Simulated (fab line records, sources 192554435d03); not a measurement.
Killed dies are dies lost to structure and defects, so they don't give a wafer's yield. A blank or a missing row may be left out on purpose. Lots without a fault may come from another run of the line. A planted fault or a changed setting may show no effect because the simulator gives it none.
Which tool did it? | flow n5_finfet | 14 lots, 39 wafers sampled, at 4 steps of a route of 1938

WHAT THE GAUGES READ, wafer by wafer
N5_BEOL_M6_CD_MEAS_11: target cd 38.5 nm.
lot  | measured     | on        | cd_nm (nm)
L128 | day 8 21:41  | cd_sem-03 | 38.0 39.1 38.4
L129 | day 9 01:48  | cd_sem-01 | 38.8 38.4 39.6
L130 | day 9 07:14  | cd_sem-01 | 39.2 38.5 38.8
L131 | day 9 11:29  | cd_sem-02 | 39.0 39.1
L134 | day 10 03:49 | cd_sem-01 | 38.9 38.5 37.9
L135 | day 10 22:20 | cd_sem-03 | 38.8 37.8 39.0
L137 | day 11 00:27 | cd_sem-03 | 38.6 37.9 37.8
L139 | day 11 12:58 | cd_sem-03 | 38.1 38.4 37.9
L141 | day 12 05:29 | cd_sem-03 | 39.0 38.5
L142 | day 12 09:02 | cd_sem-01 | 38.8 38.2 38.4
L144 | day 13 03:38 | cd_sem-01 | 38.5 38.8 37.8
L147 | day 13 10:47 | cd_sem-02 | 38.4 38.8 38.6
L149 | day 14 07:35 | cd_sem-03 | 38.1 38.1 38.0
L150 | day 14 17:14 | cd_sem-03 | 37.8 38.7

WHICH TOOL RAN EACH LOT (tool, then ch and the chambers of the sampled wafers, then the start)
lot  | N5_BEOL_M5_ANNEAL_51             | N5_BEOL_M5_DEP_56               | N5_BEOL_M6_COAT_05
L128 | rtp_anneal-02 ch 0, day 8 18:05  | pecvd-01 ch 0,1,2, day 8 18:53  | litho_track-02 ch 0, day 8 21:16
L129 | rtp_anneal-02 ch 0, day 8 22:47  | pecvd-02 ch 0,2, day 8 23:34    | litho_track-01 ch 0, day 9 01:34
L130 | rtp_anneal-01 ch 0, day 9 03:53  | pecvd-02 ch 0,2, day 9 04:35    | litho_track-01 ch 0, day 9 06:52
L131 | rtp_anneal-02 ch 0, day 9 07:34  | pecvd-03 ch 0,1, day 9 08:31    | litho_track-05 ch 0, day 9 11:07
L134 | rtp_anneal-01 ch 0, day 9 23:35  | pecvd-02 ch 0,1,2, day 10 00:22 | litho_track-02 ch 0, day 10 03:35
L135 | rtp_anneal-01 ch 0, day 10 19:20 | pecvd-02 ch 1,2, day 10 20:08   | litho_track-02 ch 0, day 10 21:59
L137 | rtp_anneal-02 ch 0, day 10 21:25 | pecvd-03 ch 0,1,2, day 10 22:05 | litho_track-05 ch 0, day 11 00:05
L139 | rtp_anneal-02 ch 0, day 11 10:17 | pecvd-03 ch 0,1, day 11 11:01   | litho_track-01 ch 0, day 11 12:37
L141 | rtp_anneal-02 ch 0, day 12 02:45 | pecvd-01 ch 0, day 12 03:32     | litho_track-02 ch 0, day 12 05:15
L142 | rtp_anneal-02 ch 0, day 12 06:33 | pecvd-03 ch 0,2, day 12 07:26   | litho_track-05 ch 0, day 12 08:36
L144 | rtp_anneal-02 ch 0, day 12 23:26 | pecvd-01 ch 1,2, day 13 00:24   | litho_track-05 ch 0, day 13 03:13
L147 | rtp_anneal-02 ch 0, day 13 06:40 | pecvd-02 ch 0,2, day 13 07:38   | litho_track-02 ch 0, day 13 10:25
L149 | rtp_anneal-01 ch 0, day 14 02:25 | pecvd-02 ch 0,2, day 14 03:10   | litho_track-02 ch 0, day 14 07:20
L150 | rtp_anneal-02 ch 0, day 14 15:05 | pecvd-02 ch 1,2, day 14 15:50   | litho_track-05 ch 0, day 14 16:59
- N5_BEOL_M5_ANNEAL_51: time 90 s.
- N5_BEOL_M5_DEP_56: deposits SiCN from 3MS/NH3, target thk 8 nm, time 14 s.
- N5_BEOL_M6_COAT_05: resist thk 90 nm.

WHAT THE TOOLS THEMSELVES READ (means of the sampled wafers that have a number; where no wafer has one, the mark that the record gives instead)
N5_BEOL_M5_ANNEAL_51.
lot  | tool          | wafer_temp_C_max
L128 | rtp_anneal-02 | 226.26
L129 | rtp_anneal-02 | 226.04
L130 | rtp_anneal-01 | 226.32
L131 | rtp_anneal-02 | 226.03
L134 | rtp_anneal-01 | 226.05
L135 | rtp_anneal-01 | 226.00
L137 | rtp_anneal-02 | 226.11
L139 | rtp_anneal-02 | 226.00
L141 | rtp_anneal-02 | 225.94
L142 | rtp_anneal-02 | 225.72
L144 | rtp_anneal-02 | 226.02
L147 | rtp_anneal-02 | 226.13
L149 | rtp_anneal-01 | 225.85
L150 | rtp_anneal-02 | 226.18

N5_BEOL_M5_DEP_56.
lot  | tool     | chamber_pressure_Torr (Torr) | rf_fwd_power_W (W) | showerhead_plenum_p_Torr (Torr) | throttle_valve_pct (%)
L128 | pecvd-01 | 3.001                        | 200.4              | 3.671                           | 8.9
L129 | pecvd-02 | 3.002                        | 200.9              | 3.682                           | 8.9
L130 | pecvd-02 | 2.989                        | 200.1              | 3.674                           | 9.2
L131 | pecvd-03 | 2.998                        | 199.2              | 3.667                           | 9.2
L134 | pecvd-02 | 3.002                        | 200.0              | 3.671                           | 9.3
L135 | pecvd-02 | 3.000                        | 200.4              | 3.671                           | 9.2
L137 | pecvd-03 | 3.003                        | 199.6              | 3.662                           | 8.8
L139 | pecvd-03 | 3.002                        | 200.2              | 3.670                           | 9.4
L141 | pecvd-01 | 2.997                        | 199.2              | 3.664                           | 8.8
L142 | pecvd-03 | 2.997                        | 199.7              | 3.650                           | 8.5
L144 | pecvd-01 | 2.999                        | 200.8              | 3.668                           | 9.0
L147 | pecvd-02 | 3.003                        | 200.7              | 3.676                           | 9.4
L149 | pecvd-02 | 3.000                        | 200.5              | 3.675                           | 9.4
L150 | pecvd-02 | 2.995                        | 200.2              | 3.673                           | 9.1

N5_BEOL_M6_COAT_05.
lot  | tool           | spin_speed_rpm (rpm)
L128 | litho_track-02 | 1500.5
L129 | litho_track-01 | 1499.7
L130 | litho_track-01 | 1498.7
L131 | litho_track-05 | 1501.0
L134 | litho_track-02 | 1500.3
L135 | litho_track-02 | 1500.8
L137 | litho_track-05 | 1500.4
L139 | litho_track-01 | 1499.5
L141 | litho_track-02 | 1499.3
L142 | litho_track-05 | 1499.5
L144 | litho_track-05 | 1500.5
L147 | litho_track-02 | 1411.2
L149 | litho_track-02 | 1409.9
L150 | litho_track-05 | 1500.5

THE ANSWER, worked out from the rows above alone
Rule: what is usual is taken from the lots themselves. Put in order of their means at a reading, lots are off if they are a third of the lots or fewer, leave a main group of 4 or more, and stand apart from it by a gap of 3 or more times the standard deviation of the main group's means; of several such gaps the widest counts. A main group whose means are all the same, to the digits that the tables above print for the reading, isn't used. A lot without any number at a reading at which 4 lots or more have one is off too. The other lots that the step has rows for count as sound. The gauges are gone through in route order, then the tools' own readings, and for those a lot's mean is taken as printed above. The first step at which some lot is off is used, and at that step the reading that is off furthest; a lot without a number counts as furthest.
Off: L147, L149, at N5_BEOL_M6_COAT_05 (spin_speed_rpm). The main group: mean 1500.1 rpm, standard deviation 0.67.
A tool fits if, at that step or a process step before it, it ran every lot that is off, and no sound lot after the first of them. One fits: litho_track-02 at N5_BEOL_M6_COAT_05. Its last sound lot is L141 (day 12 05:15), its first lot that is off L147 (day 13 10:25): a fault that began between those two fits.
The tool's own readings at N5_BEOL_M6_COAT_05 bear it out: on the lots that are off they differ by more than 5 times the standard deviation of the sound lots' means. spin_speed_rpm reads 1410.6 rpm there against 1500.1 rpm on the sound lots.

WHAT THE SIMULATOR HAD PUT IN
Process parameter drift: litho_track-02, from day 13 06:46 on, at N5_BEOL_M6_COAT_05. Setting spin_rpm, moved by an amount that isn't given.
Lots struck among those shown: L147, L149. The rule above found the same.
